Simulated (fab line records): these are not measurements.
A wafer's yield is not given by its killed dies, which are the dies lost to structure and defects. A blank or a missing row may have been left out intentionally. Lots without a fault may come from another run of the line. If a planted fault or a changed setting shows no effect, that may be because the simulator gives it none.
Chamber matching | flow nand_harc | 4 sister chambers for NHARC_A_BLC_ALD_23 on ald_metal-04
The step deposits TiN, target thk 3 nm, pulse time 1 s, ald cycles 150. 4 wafers are shown with their chamber, then 8 later ones without.

== WAFERS WITH THEIR CHAMBER ==
wafer  | chamber | heater_power_w (W)
L083.3 | 3       | 1084
L084.1 | 1       | 1166
L084.2 | 2       | 1089
L087.2 | 0       | 951

== WAFERS MISSING THEIR CHAMBER ==
wafer  | heater_power_w (W)
L087.5 | 1213
L087.6 | 945
L092.1 | 1156
L092.3 | 1022
L092.4 | 1206
L094.1 | 1099
L094.3 | 1177
L094.4 | 951

== CHAMBER TAKEN BY EACH ==
wafer  | from the rows above          | in truth
L087.5 | 1                            | 1
L087.6 | 0                            | 0
L092.1 | can't be placed: 1 or 2 or 3 | 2
L092.3 | can't be placed: 3 or 2 or 0 | 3
L092.4 | 1                            | 1
L094.1 | can't be placed: 2 or 3 or 1 | 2
L094.3 | 1                            | 1
L094.4 | 0                            | 0
Correctly placed: 5 of 8. From these rows, 3 cannot be placed; in 3 the true chamber is one of the candidates. Placed wrongly: 0.
How it was worked out, from the rows above alone: a wafer's distance from a chamber is the root of the sum, over the readings, of the square of ((its reading less the chamber's mean) divided by the reading's scatter). If the next closest chamber is less than 2 further off than the closest, the wafer can't be placed; otherwise it belongs to the closest. For every chamber, the mean is computed from those of its wafers that are shown. The scatter (one wafer shown for each chamber): square how far every hidden wafer sits from the nearest shown wafer, average those squares and take the square root.
